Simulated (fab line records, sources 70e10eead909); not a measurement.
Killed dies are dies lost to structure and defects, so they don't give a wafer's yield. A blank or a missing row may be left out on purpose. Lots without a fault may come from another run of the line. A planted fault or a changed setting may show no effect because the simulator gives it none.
A struck lot beside a sound one | flow nand_harc | 24 steps out of a route of 1159
Sound: wafers L653.2, L653.3, L653.5. Struck: wafers L670.2, L670.4, L670.5. The cause comes at the end.
At each step with rows: each side's tool, then ch and its chambers, then its first start. Under that, the readings that differ: sound wafers | struck wafers | difference of the means | sigmas: that difference in standard deviations of wafers without a fault.
alike: readings whose means differ by less than 2 such deviations, and words and numbers that are the same on both sides. not compared: withheld readings, readings that some wafer has no value for, bounds like >300 that may hide the same value, and numbers for which the record gives no deviation and whose values overlap.
The two part at a step that has a row with sigmas, a row that says differs or no value, or rows on one side only. Numbers that don't overlap but have no deviation are shown without sigmas and don't part them. A reading that every wafer of one side lacks parts them only if that side has two wafers or more.

first, 1 step without rows for these wafers: NHARC_A_M0_SRD_25.
NHARC_A_M0_INSPECT_27:
  sound on defect_inspect-01, day 22 23:38; struck on defect_inspect-02, day 25 14:19
  alike: raw_defect_count
NHARC_A_M0_PRE_CLEAN_31: time 12 s.
  sound on pecvd-01 ch 0,1,2, day 22 23:42; struck on pecvd-03 ch 0,1, day 25 14:25
  alike: heater_power_w
NHARC_A_M0_DEP_32: deposits SiCN, target thk 30 nm.
  sound on pecvd-01 ch 0,1,2, day 22 23:47; struck on pecvd-03 ch 0,1, day 25 14:32
  alike: heater_power_w
then, 7 steps without rows for these wafers: NHARC_A_M1_DEP_00 (deposits SiOC, target thk 182.5 nm); NHARC_A_M1_DEHYDRATE_01 (time 120 s); NHARC_A_M1_HMDS_02 (time 30 s); NHARC_A_M1_COAT_34 (time 65 s); NHARC_A_M1_COAT_03 (resist thk 90 nm); NHARC_A_M1_SOFTBAKE_04 (time 55 s); NHARC_A_M1_EBR_05.
NHARC_A_M1_EXPOSE_06: exposes mask A M1, target cd 120 nm.
  sound on arfi_scanner-01 ch 0, day 23 00:46; struck on arfi_scanner-03 ch 0, day 25 15:41
  reading              | sound             | struck            | difference | sigmas
  exposure_dose_mJ_cm2 | 75.05 75.16 75.00 | 74.22 74.20 74.10 | -0.90      | -14
  alike: mask
then, 2 steps without rows for these wafers: NHARC_A_M1_PEB_07 (peb time 65 s); NHARC_A_M1_DEVELOP_08 (develop time 35 s).
NHARC_A_M1_CD_MEAS_09: target cd 120 nm.
  sound on cd_sem-01 ch 0, day 23 00:54; struck on cd_sem-03 ch 0, day 25 15:50
  reading    | sound             | struck            | difference | sigmas
  cd_nm (nm) | 120.1 119.2 120.4 | 125.6 123.0 124.1 | +4.3       | +8
NHARC_A_M1_OVL_MEAS_10: pitch 240 nm.
  sound on overlay-02, day 23 00:59; struck on overlay-01, day 25 15:55
  reading           | sound          | struck      | difference | sigmas
  overlay_x_nm (nm) | -1.4 -2.1 -1.7 | 1.2 0.9 1.1 | +2.8       | +4
  alike: overlay_y_nm
NHARC_A_M1_INSPECT_11:
  sound on defect_inspect-01, day 23 01:01; struck on defect_inspect-02, day 25 15:57
  alike: raw_defect_count
NHARC_A_M1_DESCUM_14: chemistry O2, time 3 s.
  sound on rie_diel-10 ch 0,1, day 23 01:05; struck on rie_diel-13 ch 1,2,3, day 25 16:02
  reading               | sound             | struck            | difference | sigmas
  model.A_M1.cd_nm (nm) | 120.4 119.7 120.6 | 125.2 123.6 124.3 | +4.1       |
  alike: chamber_pressure_mTorr, drypump_motor_current_A, oes_product_au, rf_vpp_V, showerhead_plenum_p_Torr, throttle_valve_pct
  not compared: rf_hours_counter_h
NHARC_A_M1_ETCH_35: etches the open film in N2/H2, target depth 40 nm, overetch 12 nm, time 43.94 s.
  sound on rie_diel-10 ch 0,1,2, day 23 01:10; struck on rie_diel-13 ch 0,1,3, day 25 16:07
  alike: chamber_pressure_mTorr, drypump_motor_current_A, oes_product_au, rf_vpp_V, showerhead_plenum_p_Torr, throttle_valve_pct
  not compared: rf_hours_counter_h
NHARC_A_M1_ETCH_15: etches the open film in C4F8/Ar, target depth 182.5 nm, time 91.2 s.
  sound on rie_diel-10 ch 0,2; struck on rie_diel-13 ch 0,2
  reading               | sound             | struck            | difference | sigmas
  oes_product_au (a.u.) | 0.906 0.931 0.922 | 0.961 0.979 0.976 | +0.052     | +3
  alike: chamber_pressure_mTorr, rf_vpp_V
  not compared: rf_hours_counter_h
NHARC_A_M1_CD_MEAS_16:
  sound on cd_sem-01, day 23 01:23; struck on cd_sem-03, day 25 16:20
  reading    | sound             | struck            | difference | sigmas
  cd_nm (nm) | 120.7 119.2 120.2 | 125.4 123.7 124.3 | +4.4       | +6
NHARC_A_M1_STRIP_18: strips in N2/H2.
  sound on rie_diel-13 ch 1,2,3, day 23 01:28; struck on rie_diel-02 ch 0,3, day 25 16:26
  alike: chamber_pressure_mTorr, drypump_motor_current_A, oes_product_au, rf_vpp_V, showerhead_plenum_p_Torr, throttle_valve_pct
  not compared: rf_hours_counter_h
NHARC_A_M1_ETCH_28: etches the open film in CF4/N2, target depth 30 nm, time 72.99 s.
  sound on rie_diel-13 ch 0,2,3; struck on rie_diel-02 ch 0,2
  reading                     | sound             | struck            | difference | sigmas
  drypump_motor_current_A (A) | 6.3 5.8 6.5       | 4.8 4.8 5.7       | -1.1       | -2
  model.A_M1.cd_nm (nm)       | 120.3 119.5 120.8 | 125.5 124.2 123.6 | +4.2       |
  alike: chamber_pressure_mTorr, oes_product_au, rf_vpp_V, showerhead_plenum_p_Torr, throttle_valve_pct
  not compared: rf_hours_counter_h
then, 1 step without rows for these wafers: NHARC_A_M1_STRIP_19 (strips in post etch residue remover, time 600 s).

WHERE THEY PART
First at NHARC_A_M1_EXPOSE_06; last, within this record, at NHARC_A_M1_ETCH_28.

WHY: what the simulator had put in
Process parameter drift: arfi_scanner-03, from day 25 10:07 on, at NHARC_A_M1_EXPOSE_06. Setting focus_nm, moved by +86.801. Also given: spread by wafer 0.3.
